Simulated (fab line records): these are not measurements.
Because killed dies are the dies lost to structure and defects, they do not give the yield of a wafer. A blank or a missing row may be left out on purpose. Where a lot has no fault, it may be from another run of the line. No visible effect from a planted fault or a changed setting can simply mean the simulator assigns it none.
Chamber matching | flow n5Finfet | 4 sister chambers for N5_MOL_CONTACT_COAG_STRIP_72 on rieDiel-01
The step strips in N2/H2. 4 wafers are shown with their chamber, then 10 later ones without.

EACH WAFER AND ITS CHAMBER
wafer  | chamber | drypumpMotorCurrentA (A)
L090.1 | 0       | 5.6
L093.6 | 1       | 5.9
L094.3 | 3       | 6.5
L094.4 | 2       | 5.1

WAFERS WITH NO CHAMBER GIVEN
wafer  | drypumpMotorCurrentA (A)
L094.5 | 6.5
L096.1 | 5.6
L096.3 | 5.1
L096.4 | 6.5
L097.1 | 5.1
L097.2 | 5.8
L097.3 | 6.5
L097.4 | 5.6
L097.5 | 6.5
L097.6 | 5.6

WHICH CHAMBER EACH ONE RAN IN
wafer  | from the rows above | in truth
L094.5 | 3                   | 3
L096.1 | 0                   | 0
L096.3 | 2                   | 2
L096.4 | 3                   | 3
L097.1 | 2                   | 2
L097.2 | 1                   | 1
L097.3 | 3                   | 3
L097.4 | 0                   | 0
L097.5 | 3                   | 3
L097.6 | 0                   | 0
Placed correctly: 10 of 10. Can't be placed from these rows: 0. 0 placed wrongly.
How it was worked out, from the rows above alone: a wafer's distance from a chamber is the root of the sum, over the readings, of the square of ((its reading less the chamber's mean) divided by the reading's scatter). The wafer belongs to the nearest chamber; if the next one is less than 2 further off, it can't be placed. For every chamber, the mean is computed from those of its wafers that are shown. The scatter (one wafer shown for each chamber): square how far every hidden wafer sits from the nearest shown wafer, average those squares and take the square root.
